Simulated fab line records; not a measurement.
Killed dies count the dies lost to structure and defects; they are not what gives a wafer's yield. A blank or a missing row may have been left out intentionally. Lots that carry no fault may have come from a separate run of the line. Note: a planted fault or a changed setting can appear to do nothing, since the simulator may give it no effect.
Split-lot experiment | flow n5-finfet | 21 wafers read from 7 lots, route of 1938 steps

== THE SPLIT ==
At N5_BEOL_M1_ETCH_64 (etches SOC in N2/H2, target depth 75 nm, overetch 15 nm, time 112.5 s), the setting source-w was moved away from the recipe's 840 W on 8 of the 21 wafers read, by -11.2% to +13.9%. For the rest of the wafers, this setting stayed at what the recipe calls for.

Reading taken at the split's own step.

== THE READING ==
rf-vpp-V, in V, at N5_BEOL_M1_ETCH_64 (etches SOC in N2/H2, target depth 75 nm, overetch 15 nm, time 112.5 s). Typical for fault-free wafers on this fab line: 524.3 V, with standard deviation 2.7 V.

wafer  | tool, chamber at the split | source-w as run, W | against the recipe | rf-vpp-V, V | against lot-mates on the recipe
L079.1 | rie-diel-06, 1             | 746                | -11.2%             | 547.2       | +25.7
L079.4 | rie-diel-06, 2             | 840                | recipe             | 521.5       | -
L079.6 | rie-diel-06, 2             | 746                | -11.2%             | 541.3       | +19.8
L080.1 | rie-diel-03, 1             | 840                | recipe             | 526.8       | -
L080.5 | rie-diel-03, 1             | 840                | recipe             | 526.0       | -
L080.6 | rie-diel-03, 0             | 840                | recipe             | 522.5       | -
L082.1 | rie-diel-06, 1             | 840                | recipe             | 527.0       | -
L082.2 | rie-diel-06, 2             | 773                | -8.0%              | 535.4       | +11.2
L082.6 | rie-diel-06, 2             | 840                | recipe             | 521.4       | -
L084.2 | rie-diel-02, 0             | 840                | recipe             | 524.3       | -
L084.3 | rie-diel-02, 1             | 840                | recipe             | 525.9       | -
L084.4 | rie-diel-02, 2             | 840                | recipe             | 525.9       | -
L087.1 | rie-diel-06, 0             | 840                | recipe             | 522.5       | -
L087.4 | rie-diel-06, 3             | 900.3              | +7.2%              | 510.5       | -12.0
L087.6 | rie-diel-06, 2             | 900.3              | +7.2%              | 509.2       | -13.3
L089.3 | rie-diel-06, 1             | 840                | recipe             | 526.9       | -
L089.4 | rie-diel-06, 0             | 929.1              | +10.6%             | 506.5       | -20.4
L089.5 | rie-diel-06, 3             | 929.1              | +10.6%             | 505.0       | -21.9
L095.1 | rie-diel-03, 1             | 956.8              | +13.9%             | 503.3       | -20.2
L095.3 | rie-diel-03, 0             | 840                | recipe             | 522.0       | -
L095.6 | rie-diel-03, 1             | 840                | recipe             | 525.0       | -

THE FIT
A straight line over all 21 wafers: rf-vpp-V changes by -1.71 V for each +1% of source-w; r = -0.98; the points scatter about the line by 2.3 V.
The same after taking each lot's own level away (the mean of its wafers on the recipe; 21 wafers): -1.81 V for each +1%; r = -0.98; scatter 2.4 V.
Per that fit: largest source-w move, reading shift of 25 V.
Measured against the standard deviation above, the lots' own levels, which go from 521.50 to 526.90 V, span 2.0 times it.
So the lot-to-lot level changes the slope little: the two slopes agree.
Check: -26.6 V against its lot-mates is what the line predicts for one of the wafers moved furthest among these (+13.9%) when that wafer is left out of the fit. It came out at -20.2 V against them.
Tool readings at the split's step, against how far the setting was moved: rf-vpp-V r = -0.98.

== OTHER SPLITS APPLIED TO THESE WAFERS ==
Before the reading, these wafers also passed through other splits. Each is held against what the fit with the lots' levels taken away leaves over:
other split on the same wafers        | wafers away from the commonest value | r with rf-vpp-V (lot level and that fit taken away)
N5_HKMG_FIN_ETCH_31 bias-w            | 10                                   | -0.56
N5_GATE_CUT_DESCUM_18 time-s          | 7                                    | +0.22
N5_GATE_CUT_ETCH_36 cf4-flow-sccm     | 7                                    | +0.15
N5_MOL_CONTACT_COAG_ETCH_106 source-w | 3                                    | +0.13
N5_MOL_CONTACT_COAG_ETCH_110 bias-w   | 8                                    | +0.18
N5_BEOL_M0_SAQP_HM_DEP_111 time-s     | 8                                    | +0.11
N5_BEOL_M0_SAQP_COAT_81 temp-c        | 7                                    | +0.21
N5_BEOL_M0_SAQP_ETCH_107 bias-w       | 2                                    | -0.29
N5_BEOL_M1_PECVD_72 time-s            | 6                                    | -0.03
N5_BEOL_M1_HM_DEP_02 target-thk-a     | 9                                    | +0.02

== FILE'S OWN FIT ==
rf-vpp-V changes by -1.72 V for each +1% of source-w, r = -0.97.
